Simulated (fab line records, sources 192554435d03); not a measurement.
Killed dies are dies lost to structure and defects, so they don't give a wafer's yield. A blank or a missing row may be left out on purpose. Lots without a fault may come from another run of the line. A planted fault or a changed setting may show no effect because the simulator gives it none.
Which tool did it? | flow n5_finfet | 11 lots, 32 wafers sampled, at 2 steps of a route of 1938

WHAT THE GAUGES READ, wafer by wafer
N5_BEOL_M15_THK_MEAS_50: measures by xrf.
lot  | measured     | on            | M15_THK (nm)
L346 | day 11 13:13 | film_metro-02 | 831 866
L347 | day 11 14:18 | film_metro-02 | 854 844 841
L348 | day 12 01:28 | film_metro-01 | 840 854 873
L349 | day 12 03:37 | film_metro-02 | 819 844 841
L350 | day 12 18:40 | film_metro-02 | 861 835 875
L351 | day 12 19:00 | film_metro-02 | 822 836 829
L356 | day 13 22:02 | film_metro-02 | 884 867 871
L358 | day 14 11:02 | film_metro-01 | 856 848 839
L359 | day 14 16:35 | film_metro-02 | 849 859 839
L357 | day 14 17:43 | film_metro-02 | 843 838 835
L368 | day 17 01:23 | film_metro-02 | 841 843 847

N5_MIM_TOP_LITHO_OVL_MEAS_11.
lot  | measured     | on         | MIM_TOP_OVL (nm)
L346 | day 11 18:25 | overlay-02 | 5 -6
L347 | day 11 19:31 | overlay-01 | 15 -2 -1
L348 | day 12 04:46 | overlay-01 | 2 -3 1
L349 | day 12 06:39 | overlay-01 | -5 8 10
L350 | day 12 21:44 | overlay-01 | 1 6 5
L351 | day 12 22:01 | overlay-01 | 7 -2 8
L356 | day 14 00:50 | overlay-01 | 5 -3 -1
L358 | day 14 15:10 | overlay-02 | -4 7 7
L359 | day 14 22:03 | overlay-01 | -4 -4 4
L357 | day 14 22:13 | overlay-01 | 3 4 2
L368 | day 17 04:35 | overlay-02 | 11 -3 9

WHICH TOOL RAN EACH LOT (tool, then ch and the chambers of the sampled wafers, then the start)
The record holds no process step before these readings.

WHAT THE TOOLS THEMSELVES READ (means of the sampled wafers that have a number; where no wafer has one, the mark that the record gives instead)
The record holds no such reading with a usual standard deviation.

THE ANSWER, worked out from the rows above alone
Rule: what is usual is taken from the lots themselves. Put in order of their means at a reading, lots are off if they are a third of the lots or fewer, leave a main group of 4 or more, and stand apart from it by a gap of 3 or more times the standard deviation of the main group's means; of several such gaps the widest counts. A main group whose means are all the same, to the digits that the tables above print for the reading, isn't used. A lot without any number at a reading at which 4 lots or more have one is off too. The other lots that the step has rows for count as sound. The gauges are gone through in route order, then the tools' own readings, and for those a lot's mean is taken as printed above. The first step at which some lot is off is used, and at that step the reading that is off furthest; a lot without a number counts as furthest.
No lot is off at any reading shown: from this, nothing can be told.

WHAT THE SIMULATOR HAD PUT IN
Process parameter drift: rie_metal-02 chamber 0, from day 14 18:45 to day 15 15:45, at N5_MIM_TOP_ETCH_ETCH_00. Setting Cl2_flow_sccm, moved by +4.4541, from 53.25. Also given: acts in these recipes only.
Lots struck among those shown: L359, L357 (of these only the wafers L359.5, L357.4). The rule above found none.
